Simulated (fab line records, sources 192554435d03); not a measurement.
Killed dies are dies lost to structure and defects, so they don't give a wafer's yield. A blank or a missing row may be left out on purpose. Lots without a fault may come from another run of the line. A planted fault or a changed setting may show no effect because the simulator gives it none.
One fault seen from 3 desks | flow n5_finfet | each desk has only its own numbers; what lay behind them comes last

THE DEFECT DESK
What the inspections along the route counted, lot by lot: means of the sampled wafers that have a number. A lot is out of limits, marked OUT, if its mean lies more than 4 standard deviations from the usual mean; the brackets give that distance.
Columns: A = raw_defect_count at N5_HKMG_FIN_INSPECT_14, usual 1.9
lot  | first seen here | A
L361 | day 4 23:24     | 2.0
L365 | day 5 16:51     | 1.3
L372 | day 7 10:43     | 1.7
L375 | day 8 09:55     | 3.3
L378 | day 9 05:57     | 0.7
This desk's finding: nothing out of limits on any of the 5 lots.

THE TOOL OWNER'S DESK: rie_diel-01
The tool's own readings at N5_HKMG_FIN_ETCH_32 (etches SOC in N2/H2, target depth 240 nm, time 300 s): means of the sampled wafers that have a number, for each lot that ran on this tool. A lot is out of limits, marked OUT, if its mean lies more than 4 standard deviations from the usual mean; the brackets give that distance.
Columns: A = drypump_motor_current_A at N5_HKMG_FIN_ETCH_32, usual 5.8 A; B = oes_product_au at N5_HKMG_FIN_ETCH_32, usual 0.77 a.u.; C = rf_vpp_V at N5_HKMG_FIN_ETCH_32, usual 525.1 V; D = showerhead_plenum_p_Torr at N5_HKMG_FIN_ETCH_32, usual 2.59 Torr; E = throttle_valve_pct at N5_HKMG_FIN_ETCH_32, usual 17.77 %
lot  | first seen here | A   | B    | C     | D    | E
L361 | day 4 23:31     | 6.0 | 0.81 | 527.0 | 2.67 | 17.74
L378 | day 9 06:04     | 5.7 | 0.74 | 525.3 | 2.58 | 17.63
This desk's finding: nothing out of limits on any of the 2 lots.

THE METROLOGY DESK
What the gauges read, lot by lot, whatever tool the lot ran on: means of the sampled wafers that have a number. A lot is out of limits, marked OUT, if its mean lies more than 4 standard deviations from the usual mean; the brackets give that distance. Of its 12 readings 7 are shown: those that lie furthest out on some lot.
Columns: A = NWFM_OVL at N5_HKMG_FIN_OVL_MEAS_13, usual 0.0 nm; B = DIBL_N at N5_BEOL_M4_RC_MEAS_101, usual 35.7 mV/V; C = IOFF_P at N5_BEOL_M4_RC_MEAS_101, usual 0.20 nA/um; D = SS_N at N5_BEOL_M4_RC_MEAS_101, usual 71.3 mV/dec; E = SS_P at N5_BEOL_M4_RC_MEAS_101, usual 73.1 mV/dec; F = VT_N at N5_BEOL_M4_RC_MEAS_101, usual 250 mV; G = VT_P at N5_BEOL_M4_RC_MEAS_101, usual -251 mV
lot  | first seen here | A    | B    | C    | D    | E    | F   | G
L361 | day 4 23:20     | -0.2 | 35.5 | 0.23 | 71.5 | 72.9 | 249 | -247
L365 | day 5 16:48     | -0.4 | 33.7 | 0.18 | 70.6 | 72.9 | 250 | -250
L372 | day 7 10:40     | -0.3 | 37.3 | 0.21 | 71.7 | 73.0 | 250 | -252
L375 | day 8 09:52     | -1.1 | 37.7 | 0.22 | 72.3 | 73.8 | 248 | -250
L378 | day 9 05:53     | -0.3 | 35.6 | 0.21 | 71.2 | 73.0 | 254 | -249
This desk's finding: nothing out of limits on any of the 5 lots.

PUT TOGETHER
The defect desk saw nothing out of limits.
The tool owner's desk saw nothing out of limits.
The metrology desk saw nothing out of limits.

WHAT THE SIMULATOR HAD PUT IN
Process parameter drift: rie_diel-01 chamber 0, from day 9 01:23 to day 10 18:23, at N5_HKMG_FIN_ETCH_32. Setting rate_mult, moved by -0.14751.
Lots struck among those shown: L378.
